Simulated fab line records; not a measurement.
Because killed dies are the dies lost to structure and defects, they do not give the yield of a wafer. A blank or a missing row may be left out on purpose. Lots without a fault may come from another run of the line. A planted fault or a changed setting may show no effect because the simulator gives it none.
Split-lot experiment ; flow n5 finfet ; 39 wafers read from 7 lots, route of 1938 steps

## ON THE SPLIT
At N5_BEOL_M11_VIA_ETCH_34 (etches SiCOH lowk in C4F6/O2, target depth 184.5 nm, time 69.2 s), the setting target depth a was moved away from the recipe's 1845 angstrom on 15 of the 39 wafers read, by -46.9% to +54.5%. This setting was run at the recipe's value on the other wafers.

Reading taken at the split's own step.

## THE READING
SOC_of_BEOL_M11_COAT_63.thk nm (the simulator's own value, which no gauge read), in nm, at N5_BEOL_M11_VIA_ETCH_34 (etches SiCOH lowk in C4F6/O2, target depth 184.5 nm, time 69.2 s). There is no usual value for it anywhere in the file. Average 92.0 nm, standard deviation 0.32 nm, over the 24 wafers here run with the recipe.

wafer;tool, chamber at the split;target depth a as run, angstrom;against the recipe;SOC_of_BEOL_M11_COAT_63.thk nm, nm;against lot-mates on the recipe
L081.1;rie diel-04, 3;1845;recipe;92.2;-
L081.2;rie diel-04, 1;1267;-31.3%;94.4;+2.2
L081.3;rie diel-04, 0;1267;-31.3%;94.4;+2.2
L081.4;rie diel-04, 2;1267;-31.3%;94.6;+2.4
L081.5;rie diel-04, 2;1845;recipe;92.2;-
L081.6;rie diel-04, 3;1845;recipe;92.2;-
L084.1;rie diel-03, 3;1845;recipe;92.2;-
L084.2;rie diel-03, 2;2674;+44.9%;88.6;-3.7
L084.3;rie diel-03, 1;1845;recipe;92.4;-
L084.4;rie diel-03, 0;1845;recipe;92.2;-
L084.5;rie diel-03, 2;2674;+44.9%;88.6;-3.7
L084.6;rie diel-03, 3;2674;+44.9%;88.6;-3.7
L087.1;rie diel-03, 0;2851;+54.5%;87.6;-4.1
L087.2;rie diel-03, 3;1845;recipe;91.6;-
L087.3;rie diel-03, 2;1845;recipe;91.6;-
L087.4;rie diel-03, 1;1845;recipe;92;-
L087.5;rie diel-03, 2;2851;+54.5%;87.4;-4.3
L087.6;rie diel-03, 1;2851;+54.5%;87.8;-3.9
L085.1;rie diel-03, 0;2471;+33.9%;89.6;-2.7
L085.2;rie diel-03, 2;1845;recipe;92.4;-
L085.3;rie diel-03, 3;2471;+33.9%;89.6;-2.7
L085.4;rie diel-03, 0;2471;+33.9%;89.8;-2.5
L085.5;rie diel-03, 3;1845;recipe;92.2;-
L085.6;rie diel-03, 2;1845;recipe;92.2;-
L090.1;rie diel-03, 1;1845;recipe;91.6;-
L090.2;rie diel-03, 3;980.3;-46.9%;95.6;+3.9
L090.3;rie diel-03, 0;1845;recipe;92;-
L090.4;rie diel-03, 2;980.3;-46.9%;95.8;+4.1
L090.5;rie diel-03, 1;1845;recipe;91.6;-
L090.6;rie diel-03, 2;980.3;-46.9%;95.4;+3.7
L092.1;rie diel-04, 0;1845;recipe;91.8;-
L092.2;rie diel-04, 3;1845;recipe;92.2;-
L092.3;rie diel-04, 1;1845;recipe;92;-
L092.4;rie diel-04, 2;1845;recipe;91.4;-
L092.5;rie diel-04, 2;1845;recipe;92.4;-
L092.6;rie diel-04, 1;1845;recipe;91.8;-
L097.1;rie diel-03, 2;1845;recipe;91.6;-
L097.4;rie diel-03, 0;1845;recipe;91.8;-
L097.5;rie diel-03, 1;1845;recipe;91.4;-

FIT RESULTS
A straight line over all 39 wafers: SOC_of_BEOL_M11_COAT_63.thk nm changes by -0.0769 nm for each +1% of target depth a; r = -0.99; the points scatter about the line by 0.29 nm.
The same after taking each lot's own level away (the mean of its wafers on the recipe; 39 wafers): -0.0784 nm for each +1%; r = -1.00; scatter 0.2 nm.
The reading moves by 4.3 nm for the largest change in target depth a, on that fit.
Measured against the standard deviation above, the lots' own levels, which go from 91.60 to 92.27 nm, span 2.1 times it.
So the lot-to-lot level changes the slope little: the two slopes agree.
Check: -4.29 nm against its lot-mates is what the line predicts for one of the wafers moved furthest among these (+54.5%) when that wafer is left out of the fit. Against them it came out at -4.13 nm.

## OTHER SPLITS ON THESE WAFERS
Note: prior to the reading, these wafers also went through further splits. Each is held against what the fit with the lots' levels taken away leaves over:
other split on the same wafers;wafers away from the commonest value;r with SOC_of_BEOL_M11_COAT_63.thk nm (lot level and that fit taken away)
N5_FIN_SAQP_HM_DEP_72 target thk a;12;-0.09
N5_MOL_CONTACT_COAG_SPUTTER_143 target thk a;15;+0.01
N5_BEOL_M3_CVD_47 target thk a;15;+0.26
N5_BEOL_M5_DESCUM_16 time s;12;-0.26
N5_BEOL_M10_ILD_DEP_00 target thk a;9;-0.15

## THE WHOLE CHAIN: every reading that the file lists as answering this split, in the file's order
step;what it does;reading;change (the file's fit);r (the file's)
N5_BEOL_M11_VIA_ETCH_34;etches SiCOH lowk in C4F6/O2, target depth 184.5 nm, time 69.2 s;etch.depth nm (the simulator's own value, which no gauge read);+1.82 nm for each +1% of the setting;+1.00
N5_BEOL_M11_VIA_ETCH_34;etches SiCOH lowk in C4F6/O2, target depth 184.5 nm, time 69.2 s;SOC_of_BEOL_M11_COAT_63.thk nm (the simulator's own value, which no gauge read);-0.0784 nm for each +1% of the setting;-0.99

## THE FILE'S OWN FIT
SOC_of_BEOL_M11_COAT_63.thk nm changes by -0.0784 nm for each +1% of target depth a, r = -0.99.
